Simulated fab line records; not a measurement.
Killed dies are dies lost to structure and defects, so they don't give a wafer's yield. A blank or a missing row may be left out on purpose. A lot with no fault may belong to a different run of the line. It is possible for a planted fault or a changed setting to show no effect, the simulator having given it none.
A lot that was struck, set against a sound lot / flow n5-finfet / 37 out of 1938 route steps
Sound: these wafers, L153.1, L153.3, L153.6. Wafers struck: L160.1, L160.4, L160.6. At the end, the cause is stated.
Order at every step that has rows: each side's tool, ch and its chambers, its first start. Under that, the readings that differ: sound wafers / struck wafers / difference of the means / sigmas: that difference in standard deviations of wafers without a fault.
alike: same words and numbers on both sides, and readings whose means sit less than 2 such deviations apart. not compared: any withheld reading, any reading some wafer has no value for, any bound like >300 that may hide the same value, and any number with overlapping values for which the record gives no deviation.
A row with sigmas, a row that says differs or no value, or rows on one side alone: a step with any of these is where the two part. When numbers do not overlap yet have no deviation, they are printed without sigmas and do not part them. A reading that every wafer of one side lacks parts them only if that side has two wafers or more.

first, 9 steps without rows for these wafers: N5_BEOL_M4_ANNEAL_95 (time 240 s); N5_BEOL_M4_SPUTTER_96 (material Cu, target thk 4.5 nm, time 8.29 s); N5_BEOL_M4_ECD_50 (material Cu, target thk 300 nm); N5_BEOL_M4_ANNEAL_51 (time 90 s); N5_BEOL_M4_CMP_52 (polishes, stops on SiOC, t overpolish 6.8 s, target thk 40 nm); N5_BEOL_M4_PRE_CLEAN_60 (time 15 s); N5_BEOL_M4_CO_CAP_55 (material Co, precursor CCTBA/H2, target thk 2 nm, time 102.1 s); N5_BEOL_M4_PRE_CLEAN_56 (time 15 s); N5_BEOL_M4_DEP_57 (deposits SiCN from 3MS/NH3, target thk 8 nm, time 14 s).
N5_BEOL_M4_RC_MEAS_101:
  sound on prober-02 ch 0, day 15 11:37; struck on prober-01 ch 0, day 17 03:32
  alike: DIBL_N, DIBL_P, IOFF_N, IOFF_P, ION_N, ION_P, SS_N, SS_P, VT_N, VT_P
then, 24 steps without rows for these wafers: N5_BEOL_M5_ILD_DEP_00 (deposits SiCOH lowk from DEMS/porogen, target thk 140.64 nm, time 25.9 s); N5_BEOL_M5_CURE_79 (cures SiCOH lowk, time 240 s); N5_BEOL_M5_PECVD_70 (deposits SiO2 from TEOS/O2, target thk 16 nm, time 18 s); N5_BEOL_M5_HM_DEP_02 (deposits TiN, target thk 20 nm); N5_BEOL_M5_COAT_59 (time 60 s, resist thk 60 nm); N5_BEOL_M5_COAT_60 (time 60 s, resist thk 12 nm); N5_BEOL_M5_COAT_71 (time 60 s, resist thk 5 nm); N5_BEOL_M5_COAT_05 (resist thk 30 nm); N5_BEOL_M5_EBR_07; N5_BEOL_M5_SOFTBAKE_06 (time 60 s); N5_BEOL_M5_EXPOSE_08 (exposes mask M5, target cd 28 nm); N5_BEOL_M5_PEB_09 (peb time 60 s); N5_BEOL_M5_DEVELOP_10 (develop time 30 s); N5_BEOL_M5_DESCUM_16 (chemistry O2, time 7 s); N5_BEOL_M5_ETCH_72 (etches underlayer in N2/H2, target depth 6.5 nm, time 5.2 s); N5_BEOL_M5_ETCH_61 (etches SiARC in CF4, target depth 15.6 nm, time 26 s); N5_BEOL_M5_ETCH_62 (etches SOC in N2/H2, target depth 75 nm, overetch 15 nm, time 112.5 s); N5_BEOL_M5_STRIP_63 (strips in N2/H2); N5_BEOL_M5_STRIP_73 (strips in N2/H2); N5_BEOL_M5_STRIP_64 (strips in CF4); N5_BEOL_M5_HM_OPEN_17 (chemistry Cl2/BCl3, target TiN, target depth 20 nm, overetch 6 nm); N5_BEOL_M5_STRIP_19 (strips in O2); N5_BEOL_M5_COAT_65 (time 60 s, resist thk 60 nm); N5_BEOL_M5_COAT_66 (time 60 s, resist thk 12 nm).
N5_BEOL_M5_ALD_86: deposits TaN, pulse time 2 s, purge time 3 s, co reactant purge time 2 s.
  sound on ald-metal-01 ch 0,1, day 15 16:02; struck on ald-metal-01 ch 0,1,2, day 17 09:36
  no value came back on the struck wafers for ald-cycles, chamber-pressure-Torr (Torr), heater-power-w (W), precursor-vessel-carrier-sccm (sccm); on the sound wafers ald-cycles reads 30 30 30
N5_BEOL_M5_CMP_52: polishes, stops on SiCOH lowk, t overpolish 6.9 s, target thk 62 nm.
  sound on cmp-02 ch 0,3, day 15 21:22; struck on cmp-01 ch 0,3, day 17 15:10
  alike: barrier-field-endpoint-s, clearing-platen-down-force-psi, edge-zone-pressure-frac, motor-current-A
-- here the record skips 5 days between the struck wafers' starts before and after, leaving off in module BEOL_M5 and picking up in module PASSIVATION (first step shown: number 1936 of the route) --
N5_PASSIVATION_PROBE_49:
  sound on prober-02 at day 20 13:14; struck on prober-02 at day 22 03:15
reading=defect-limited-yield (%); sound=90.8 89.2 90.6; struck=0 0 0; difference=-90; sigmas=-60
reading=killed_at_M4_up; sound=12 14 9; struck=1099 1094 1107; difference=+1088; sigmas=+99 or more
reading=killed-at-contacts; sound=27 18 19; struck=6 11 9; difference=-13; sigmas=-2
reading=killed-at-other; sound=5 12 4; struck=0 0 0; difference=-7; sigmas=-3
reading=killed-dies; sound=109 128 111; struck=1180 1180 1180; difference=+1064; sigmas=+59
reading=killed-on-rim; sound=13 15 17; struck=152 152 152; difference=+137; sigmas=+38
reading=sort_bin_4_leakage (%); sound=0 0 0; struck=91.86 91.02 92.54; difference=+91.81; sigmas=
reading=sort-n-pass; sound=1071 1052 1069; struck=0 0 0; difference=-1064; sigmas=-59
reading=sort-yield-pct (%); sound=90.8 89.2 90.6; struck=0 0 0; difference=-90; sigmas=-60
  alike: killed_at_M0_to_M3, killed-at-front-end, killed-open, killed-short, sort_bin_5_function, sort_bin_6_memory, sort_bin_8_speed

WHERE THEY PART
Earliest at N5_BEOL_M5_ALD_86; latest, in this record, at N5_PASSIVATION_PROBE_49.

WHY: whatever the simulator had introduced
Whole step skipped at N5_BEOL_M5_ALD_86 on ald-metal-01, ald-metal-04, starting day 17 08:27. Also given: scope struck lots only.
